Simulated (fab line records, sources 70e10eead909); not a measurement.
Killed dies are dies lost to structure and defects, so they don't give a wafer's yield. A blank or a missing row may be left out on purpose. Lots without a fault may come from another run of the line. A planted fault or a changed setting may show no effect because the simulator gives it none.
Chamber matching | flow nand_harc | NHARC_A_CONTACT_DEP_85 on pecvd-04: 3 sister chambers
The step deposits SiON, target thk 50 nm. 6 wafers are shown with their chamber, then 11 later ones without.

WAFERS WITH THEIR CHAMBER
wafer  | chamber | showerhead_vpp_V (V) | heater_power_w (W)
L083.6 | 2       | 1119                 | 777
L090.6 | 0       | 1164                 | 762
L091.2 | 1       | 1210                 | 701
L091.3 | 2       | 1131                 | 856
L091.4 | 0       | 1163                 | 728
L092.4 | 1       | 1206                 | 796

WAFERS WITHOUT THEIR CHAMBER
wafer  | showerhead_vpp_V (V) | heater_power_w (W)
L092.5 | 1187                 | 794
L092.6 | 1118                 | 862
L094.1 | 1223                 | 782
L094.2 | 1128                 | 701
L094.3 | 1169                 | 728
L093.3 | 1184                 | 708
L093.4 | 1163                 | 713
L093.5 | 1119                 | 848
L096.2 | 1133                 | 852
L096.3 | 1172                 | 831
L096.4 | 1211                 | 747

WHICH CHAMBER EACH WENT THROUGH
wafer  | from the rows above     | in truth
L092.5 | can't be placed: 1 or 0 | 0
L092.6 | 2                       | 2
L094.1 | 1                       | 1
L094.2 | 2                       | 2
L094.3 | 0                       | 0
L093.3 | can't be placed: 0 or 1 | 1
L093.4 | 0                       | 0
L093.5 | 2                       | 2
L096.2 | 2                       | 2
L096.3 | 0                       | 0
L096.4 | 1                       | 1
Placed correctly: 9 of 11. Can't be placed from these rows: 2 (the true chamber is among the candidates in 2). Placed wrongly: 0.
How it was worked out, from the rows above alone: a wafer's distance from a chamber is the root of the sum, over the readings, of the square of ((its reading less the chamber's mean) divided by the reading's scatter). The wafer belongs to the nearest chamber; if the next one is less than 2 further off, it can't be placed. A chamber's mean is the mean of its shown wafers. The scatter: the root of (the sum of the squares of (reading less its chamber's mean) over the shown wafers, divided by (wafers less chambers)).
